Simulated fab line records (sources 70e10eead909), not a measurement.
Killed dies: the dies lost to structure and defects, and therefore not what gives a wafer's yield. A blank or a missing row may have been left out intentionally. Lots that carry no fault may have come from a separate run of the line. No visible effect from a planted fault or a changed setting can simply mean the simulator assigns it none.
Which tool did it? | flow nand harc | Sampling: 15 lots, 43 wafers, 6 of 1159 route steps

WHAT THE GAUGES READ, wafer by wafer
NHARC_A_START_INSPECT_01.
lot  | measured     | on                | raw defect count
L622 | day 6 15:40  | defect inspect-01 | 3 3 3
L621 | day 6 15:57  | defect inspect-01 | 4 2 2
L623 | day 7 02:05  | defect inspect-02 | 3 4 7
L624 | day 7 03:04  | defect inspect-02 | 4 3 9
L625 | day 7 12:40  | defect inspect-01 | 3 1 2
L630 | day 8 17:20  | defect inspect-01 | 4 5 6
L631 | day 9 10:38  | defect inspect-02 | 3 3
L634 | day 9 13:41  | defect inspect-02 | 3 7 5
L633 | day 9 20:58  | defect inspect-01 | 4 3
L635 | day 9 22:17  | defect inspect-01 | 1 7 4
L636 | day 10 05:22 | defect inspect-02 | 3 3 1
L638 | day 10 21:10 | defect inspect-02 | 2 2 8
L640 | day 11 03:17 | defect inspect-01 | 4 0 1
L642 | day 11 12:33 | defect inspect-02 | 1 6 2
L643 | day 12 01:56 | defect inspect-02 | 2 2 7

NHARC_A_SOURCE_PLATE_INSPECT_08.
lot  | measured     | on                | raw defect count
L622 | day 7 15:24  | defect inspect-01 | 40 66 69
L621 | day 7 15:23  | defect inspect-01 | 35 73 118
L623 | day 8 02:01  | defect inspect-01 | 86 89 46
L624 | day 8 02:00  | defect inspect-02 | 42 53 70
L625 | day 8 11:49  | defect inspect-02 | 47 79 31
L630 | day 9 23:11  | defect inspect-02 | 100 155 105
L631 | day 10 11:24 | defect inspect-02 | 55 56
L634 | day 10 11:23 | defect inspect-01 | 47 28 37
L633 | day 10 20:45 | defect inspect-01 | 67 84
L635 | day 10 20:45 | defect inspect-02 | 65 88 93
L636 | day 11 06:43 | defect inspect-01 | 47 41 35
L638 | day 11 22:16 | defect inspect-02 | 41 36 82
L640 | day 12 02:09 | defect inspect-02 | 92 119 57
L642 | day 12 15:14 | defect inspect-01 | 78 72 101
L643 | day 13 00:35 | defect inspect-02 | 46 29 50

NHARC_A_ONON_D1_THK_MEAS_24: measures by ellipsometry.
lot  | measured     | on            | thk nm (nm)
L622 | day 8 02:30  | film metro-01 | 1006 1007 1008
L621 | day 8 02:30  | film metro-02 | 995 993 993
L623 | day 8 14:40  | film metro-01 | 1012 1014 1014
L624 | day 8 14:38  | film metro-02 | 1005 1006 1005
L625 | day 9 00:53  | film metro-01 | 999 997 997
L630 | day 10 10:19 | film metro-01 | 1008 1457 1006
L631 | day 10 22:47 | film metro-01 | 1460 1007
L634 | day 10 23:04 | film metro-01 | 1006 1006 1004
L633 | day 11 09:08 | film metro-02 | 1456 1001
L635 | day 11 09:10 | film metro-01 | 1011 1011 1010
L636 | day 11 19:37 | film metro-02 | 1010 1009 1010
L638 | day 12 09:21 | film metro-02 | 993 992 993
L640 | day 12 18:26 | film metro-02 | 997 997 995
L642 | day 13 02:19 | film metro-01 | 998 997 998
L643 | day 13 11:41 | film metro-01 | 997 998 998

NHARC_A_CHANNEL_HOLE_D1_INSPECT_12.
lot  | measured     | on                | raw defect count
L622 | day 8 10:59  | defect inspect-02 | 2 8 7
L621 | day 8 09:32  | defect inspect-01 | 7 4 13
L623 | day 8 19:27  | defect inspect-02 | 6 6 3
L624 | day 8 19:17  | defect inspect-01 | 7 4 8
L625 | day 9 07:32  | defect inspect-02 | 4 10 1
L630 | day 10 14:58 | defect inspect-02 | 10 5
L631 | day 11 04:35 | defect inspect-01 | 1
L634 | day 11 06:26 | defect inspect-01 | 5 3 2
L633 | day 11 14:05 | defect inspect-02 | 10
L635 | day 11 14:46 | defect inspect-02 | 8 5 5
L636 | day 12 00:53 | defect inspect-02 | 9 5 5
L638 | day 12 13:50 | defect inspect-01 | 1 7 4
L640 | day 12 22:49 | defect inspect-02 | 11 10 4
L642 | day 13 08:30 | defect inspect-02 | 12 7 11
L643 | day 13 17:04 | defect inspect-01 | 4 3 3

NHARC_END_SORT_01.
lot  | measured     | on        | killed at array | killed at other | killed at periphery | killed dies | killed open | killed short
L630 | day 24 08:08 | prober-02 | 16 674 13       | 0 0 1           | 1 3 3               | 17 677 17   | 2 4 2       | 4 1 0
L631 | day 24 03:28 | prober-01 | 675 22          | 0 0             | 2 6                 | 677 28      | 3 7         | 1 2
L633 | day 24 19:13 | prober-02 | 671 18          | 0 1             | 6 7                 | 677 26      | 10 8        | 2 1

WHICH TOOL RAN EACH LOT (tool, then ch and the chambers of the sampled wafers, then the start)
lot  | NHARC_A_ONON_D1_DEP_22
L622 | pecvd onon-02 ch 0, day 8 02:03
L621 | pecvd onon-03 ch 0, day 8 01:59
L623 | pecvd onon-02 ch 0, day 8 14:09
L624 | pecvd onon-01 ch 0, day 8 14:07
L625 | pecvd onon-03 ch 0, day 9 00:23
L630 | pecvd onon-03 ch 0, day 10 09:49
L631 | pecvd onon-03 ch 0, day 10 22:30
L634 | pecvd onon-02 ch 0, day 10 22:33
L633 | pecvd onon-03 ch 0, day 11 08:51
L635 | pecvd onon-01 ch 0, day 11 08:39
L636 | pecvd onon-02 ch 0, day 11 19:06
L638 | pecvd onon-02 ch 0, day 12 08:50
L640 | pecvd onon-02 ch 0, day 12 17:56
L642 | pecvd onon-01 ch 0, day 13 01:47
L643 | pecvd onon-01 ch 0, day 13 11:14
- NHARC_A_ONON_D1_DEP_22: target thk 1000 nm.

AS READ BY THE TOOLS THEMSELVES (means over the sampled wafers that have a number; for cases with no such wafer, the mark the record gives instead)
NHARC_A_ONON_D1_DEP_22.
lot  | tool          | nh3 flow sccm (sccm)
L622 | pecvd onon-02 | 499.2
L621 | pecvd onon-03 | 499.3
L623 | pecvd onon-02 | 498.3
L624 | pecvd onon-01 | 499.5
L625 | pecvd onon-03 | 500.2
L630 | pecvd onon-03 | 499.9
L631 | pecvd onon-03 | 500.6
L634 | pecvd onon-02 | 500.8
L633 | pecvd onon-03 | 501.0
L635 | pecvd onon-01 | 499.7
L636 | pecvd onon-02 | 500.2
L638 | pecvd onon-02 | 500.5
L640 | pecvd onon-02 | 501.9
L642 | pecvd onon-01 | 500.7
L643 | pecvd onon-01 | 500.0

THE ANSWER, worked out from the rows above alone
Rule: what is usual is taken from the lots themselves. The widest of any qualifying gaps counts: lots, ordered by their means at a reading, are off when they make up no more than a third of the lots, leave a main group of 4 or more, and stand apart from it by 3 or more times the standard deviation of that group's means. If all means in a main group match to the digits the tables above print for the reading, that group is not used. Also off: a lot with no number at a reading for which 4 or more lots have one. Any other lot the step has rows for is counted as sound. Order of review: gauges by route order, followed by the tools' own readings, for which a lot's mean as printed above is used. At the first step where some lot is off, the reading lying furthest off is the one used; lots without a number count as furthest.
Off at NHARC_A_ONON_D1_THK_MEAS_24 (thk nm): L630, L631, L633. The main group has a mean of 1002 nm with a standard deviation of 6.8.
If a tool, at a process step before that reading, ran all the lots that are off and no sound lot after the first of them, it fits. Those tools and the gauges at NHARC_A_ONON_D1_THK_MEAS_24 are tried in the same way. One candidate fits, namely pecvd onon-03 at NHARC_A_ONON_D1_DEP_22. A fault onset in the window from L625 (day 9 00:23, its last sound lot) to L630 (day 10 09:49, its first lot off) fits.

WHAT HAD BEEN PUT IN BY THE SIMULATOR
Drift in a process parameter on pecvd onon-03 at NHARC_A_ONON_D1_DEP_22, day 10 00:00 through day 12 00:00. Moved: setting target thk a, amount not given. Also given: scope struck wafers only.
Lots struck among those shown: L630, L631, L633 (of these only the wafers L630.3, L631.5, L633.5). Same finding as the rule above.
